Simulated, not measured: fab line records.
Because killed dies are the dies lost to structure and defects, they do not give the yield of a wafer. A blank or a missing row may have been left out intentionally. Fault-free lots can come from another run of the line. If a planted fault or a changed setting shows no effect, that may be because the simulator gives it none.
Matching of chambers / flow n5Finfet / 4 sister chambers for N5_BEOL_M0_STRIP_142 on rieDiel-02
The step strips in N2/H2, time 10 s. 16 wafers are shown with their chamber, then 8 later ones without.

## WAFERS PAIRED WITH THEIR CHAMBERS
wafer=L074.1; chamber=3; throttleValvePct (%)=23.4; drypumpMotorCurrentA (A)=5.6; oesProductAu (a.u.)=0.71
wafer=L074.2; chamber=1; throttleValvePct (%)=23.6; drypumpMotorCurrentA (A)=6.2; oesProductAu (a.u.)=0.93
wafer=L074.3; chamber=0; throttleValvePct (%)=24.0; drypumpMotorCurrentA (A)=5.9; oesProductAu (a.u.)=0.78
wafer=L075.2; chamber=2; throttleValvePct (%)=23.3; drypumpMotorCurrentA (A)=6.0; oesProductAu (a.u.)=0.83
wafer=L075.3; chamber=3; throttleValvePct (%)=23.4; drypumpMotorCurrentA (A)=5.6; oesProductAu (a.u.)=0.72
wafer=L075.6; chamber=2; throttleValvePct (%)=23.3; drypumpMotorCurrentA (A)=6.0; oesProductAu (a.u.)=0.82
wafer=L077.1; chamber=0; throttleValvePct (%)=24.0; drypumpMotorCurrentA (A)=5.9; oesProductAu (a.u.)=0.77
wafer=L077.2; chamber=1; throttleValvePct (%)=23.6; drypumpMotorCurrentA (A)=6.3; oesProductAu (a.u.)=0.92
wafer=L077.5; chamber=3; throttleValvePct (%)=23.4; drypumpMotorCurrentA (A)=5.7; oesProductAu (a.u.)=0.72
wafer=L082.2; chamber=0; throttleValvePct (%)=24.0; drypumpMotorCurrentA (A)=5.9; oesProductAu (a.u.)=0.76
wafer=L082.3; chamber=1; throttleValvePct (%)=23.6; drypumpMotorCurrentA (A)=6.3; oesProductAu (a.u.)=0.89
wafer=L082.6; chamber=1; throttleValvePct (%)=23.6; drypumpMotorCurrentA (A)=6.3; oesProductAu (a.u.)=0.89
wafer=L085.1; chamber=0; throttleValvePct (%)=24.1; drypumpMotorCurrentA (A)=5.9; oesProductAu (a.u.)=0.76
wafer=L085.4; chamber=3; throttleValvePct (%)=23.4; drypumpMotorCurrentA (A)=5.6; oesProductAu (a.u.)=0.71
wafer=L085.5; chamber=2; throttleValvePct (%)=23.3; drypumpMotorCurrentA (A)=6.0; oesProductAu (a.u.)=0.80
wafer=L087.4; chamber=1; throttleValvePct (%)=23.6; drypumpMotorCurrentA (A)=6.3; oesProductAu (a.u.)=0.86

SIGNATURES, as means of the wafers listed above
reading=throttleValvePct; chamber 0=24.025; chamber 1=23.600; chamber 2=23.300; chamber 3=23.400; scatter within a chamber=0.025
reading=drypumpMotorCurrentA; chamber 0=5.900; chamber 1=6.280; chamber 2=6.000; chamber 3=5.625; scatter within a chamber=0.0359
reading=oesProductAu; chamber 0=0.7675; chamber 1=0.8980; chamber 2=0.8167; chamber 3=0.7150; scatter within a chamber=0.0181
Rule: distance of a wafer from a chamber = root of the sum over the readings of ((wafer's reading minus chamber's mean) / reading's scatter) squared. If the next closest chamber is less than 2 further off than the closest, the wafer can't be placed; otherwise it belongs to the closest. The scatter is the square root of a quotient: the sum, over the shown wafers, of each reading's squared deviation from its chamber's mean, divided by wafers minus chambers.

## WAFERS WHOSE CHAMBER IS MISSING
wafer=L087.5; throttleValvePct (%)=23.4; drypumpMotorCurrentA (A)=6.0; oesProductAu (a.u.)=0.79
wafer=L087.6; throttleValvePct (%)=23.4; drypumpMotorCurrentA (A)=5.6; oesProductAu (a.u.)=0.70
wafer=L089.2; throttleValvePct (%)=23.6; drypumpMotorCurrentA (A)=6.3; oesProductAu (a.u.)=0.86
wafer=L089.3; throttleValvePct (%)=23.4; drypumpMotorCurrentA (A)=6.0; oesProductAu (a.u.)=0.78
wafer=L089.6; throttleValvePct (%)=24.1; drypumpMotorCurrentA (A)=5.9; oesProductAu (a.u.)=0.75
wafer=L097.3; throttleValvePct (%)=23.4; drypumpMotorCurrentA (A)=5.6; oesProductAu (a.u.)=0.68
wafer=L097.4; throttleValvePct (%)=23.6; drypumpMotorCurrentA (A)=6.3; oesProductAu (a.u.)=0.83
wafer=L097.6; throttleValvePct (%)=23.4; drypumpMotorCurrentA (A)=6.0; oesProductAu (a.u.)=0.78

## WHICH CHAMBER EACH WENT THROUGH
wafer=L087.5; from the rows above=2; in truth=2
wafer=L087.6; from the rows above=3; in truth=3
wafer=L089.2; from the rows above=1; in truth=1
wafer=L089.3; from the rows above=2; in truth=2
wafer=L089.6; from the rows above=0; in truth=0
wafer=L097.3; from the rows above=3; in truth=3
wafer=L097.4; from the rows above=1; in truth=1
wafer=L097.6; from the rows above=2; in truth=2
Correct placement for 8 of the 8. Can't be placed from these rows: 0. Wrongly placed: 0.
